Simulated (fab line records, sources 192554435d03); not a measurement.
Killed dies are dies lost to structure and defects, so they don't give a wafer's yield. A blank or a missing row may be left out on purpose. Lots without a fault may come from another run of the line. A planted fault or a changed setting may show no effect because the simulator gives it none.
Which tool did it? | flow n5_finfet | 10 lots, 30 wafers sampled, at 3 steps of a route of 1938

WHAT THE GAUGES READ, wafer by wafer
N5_PASSIVATION_CD_MEAS_30: target cd 4000 nm.
lot  | measured     | on        | cd_nm (nm)
L741 | day 13 16:58 | cd_sem-03 | 3999.6 3999.8 3999.9
L745 | day 14 04:22 | cd_sem-01 | 3998.1 3997.5 3997.8
L747 | day 14 18:20 | cd_sem-02 | 3999.5 3999.1 3998.5
L754 | day 17 00:35 | cd_sem-03 | 3999.9 3998.1 4000.3
L752 | day 17 00:03 | cd_sem-02 | 4001.4 3999.2 3999.3
L756 | day 17 00:48 | cd_sem-01 | 4001.8 3999.3 3999.0
L757 | day 17 07:54 | cd_sem-01 | 3998.5 3998.9 3999.3
L755 | day 17 13:14 | cd_sem-02 | 4000.5 3999.3 3999.2
L759 | day 17 16:06 | cd_sem-01 | 4001.7 4001.2 4000.1
L760 | day 18 13:15 | cd_sem-03 | 4003.2 4002.4 4001.7

WHICH TOOL RAN EACH LOT (tool, then ch and the chambers of the sampled wafers, then the start)
lot  | N5_PASSIVATION_PECVD_01         | N5_PASSIVATION_PASS_ETCH_74
L741 | pecvd-04 ch 1,2, day 13 10:09   | rie_diel-03 ch 0,1,3, day 13 15:31
L745 | pecvd-03 ch 1,2, day 14 00:59   | rie_diel-03 ch 0,3, day 14 02:51
L747 | pecvd-03 ch 0,2, day 14 14:42   | rie_diel-01 ch 0,3, day 14 15:25
L754 | pecvd-04 ch 0,2, day 16 17:27   | rie_diel-01 ch 0,3, day 16 22:47
L752 | pecvd-03 ch 0,1,2, day 16 18:20 | rie_diel-02 ch 1,2,3, day 16 22:34
L756 | pecvd-03 ch 0,1,2, day 16 19:25 | rie_diel-02 ch 0,1,3, day 16 23:09
L757 | pecvd-03 ch 0,1,2, day 17 05:32 | rie_diel-03 ch 1,2,3, day 17 06:20
L755 | pecvd-02 ch 0,1, day 17 10:51   | rie_diel-01 ch 0,1,2, day 17 11:28
L759 | pecvd-03 ch 0,1,2, day 17 14:00 | rie_diel-01 ch 0,1,2, day 17 14:47
L760 | pecvd-02 ch 0,2, day 18 11:05   | rie_diel-02 ch 1,2,3, day 18 12:05
- N5_PASSIVATION_PECVD_01: deposits SiNx from SiH4/NH3/N2, target thk 200 nm, time 43.2 s.
- N5_PASSIVATION_PASS_ETCH_74: etches SiNx in CF4/O2, target depth 220 nm, time 110 s.

THE ANSWER, worked out from the rows above alone
Rule: what is usual is taken from the lots themselves. Put in order of their means at a reading, lots are off if they are a third of the lots or fewer, leave a main group of 4 or more, and stand apart from it by a gap of 3 or more times the standard deviation of the main group's means; of several such gaps the widest counts. A main group whose means are all the same, to the digits that the tables above print for the reading, isn't used. A lot without any number at a reading at which 4 lots or more have one is off too. The other lots that the step has rows for count as sound.
No lot is off at any reading shown: from this, nothing can be told.

WHAT THE SIMULATOR HAD PUT IN
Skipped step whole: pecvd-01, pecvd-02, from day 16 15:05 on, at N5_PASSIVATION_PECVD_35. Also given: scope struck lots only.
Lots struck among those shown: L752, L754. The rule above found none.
